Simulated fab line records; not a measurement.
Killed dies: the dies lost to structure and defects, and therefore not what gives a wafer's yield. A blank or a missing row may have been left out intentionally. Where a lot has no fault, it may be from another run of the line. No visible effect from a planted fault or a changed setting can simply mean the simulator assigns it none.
Chamber matching -- flow nand harc -- NHARC_P_M2_STRIP_18 on rie diel-10: 4 sister chambers
The step strips in N2/H2. 16 wafers are shown with their chamber, then 8 later ones without.

WAFERS, EACH WITH ITS CHAMBER
wafer,chamber,showerhead plenum p Torr (Torr),drypump motor current A (A),oes product au (a.u.)
L957.1,3,2.20,5.2,0.990
L957.2,1,1.92,5.4,0.999
L957.4,2,2.19,5.0,1.005
L956.1,1,1.92,5.4,1.009
L956.2,3,2.19,5.2,0.989
L956.5,3,2.19,5.1,0.990
L959.2,3,2.19,5.2,0.982
L959.4,2,2.19,5.0,1.001
L959.5,0,2.02,6.7,0.991
L964.2,2,2.19,5.0,1.015
L964.3,0,2.02,6.7,0.999
L964.5,3,2.19,5.1,0.997
L972.2,1,1.92,5.4,0.995
L972.3,2,2.19,5.0,1.014
L972.6,2,2.19,5.0,1.002
L973.2,2,2.19,5.0,1.015

SIGNATURES (means of the wafers above)
reading,chamber 0,chamber 1,chamber 2,chamber 3,scatter within a chamber
showerhead plenum p Torr,2.0200,1.9200,2.1900,2.1920,0.00258
drypump motor current A,6.700,5.400,5.000,5.160,0.0316
oes product au,0.99500,1.00100,1.00867,0.98960,0.00629
Rule: a wafer lies at a distance from a chamber equal to the root of the sum of squares, over the readings, of (its reading less the chamber's mean, divided by the reading's scatter). If the next closest chamber is less than 2 further off than the closest, the wafer can't be placed; otherwise it belongs to the closest. The scatter is the square root of a quotient: the sum, over the shown wafers, of each reading's squared deviation from its chamber's mean, divided by wafers minus chambers.

WAFERS WITH NO CHAMBER GIVEN
wafer,showerhead plenum p Torr (Torr),drypump motor current A (A),oes product au (a.u.)
L973.3,2.02,6.6,1.017
L973.5,1.92,5.4,0.983
L974.2,2.19,5.2,1.004
L974.3,1.92,5.5,0.989
L974.6,2.19,5.2,1.008
L975.1,2.19,5.0,1.004
L975.3,2.19,5.2,1.005
L975.4,2.02,6.7,1.017

THE CHAMBER EACH PASSED THROUGH
wafer,from the rows above,in truth
L973.3,0,0
L973.5,1,1
L974.2,3,3
L974.3,1,1
L974.6,3,3
L975.1,2,2
L975.3,3,3
L975.4,0,0
Correctly placed: 8 of 8. Left unplaced by these rows: 0. Wrongly placed: 0.
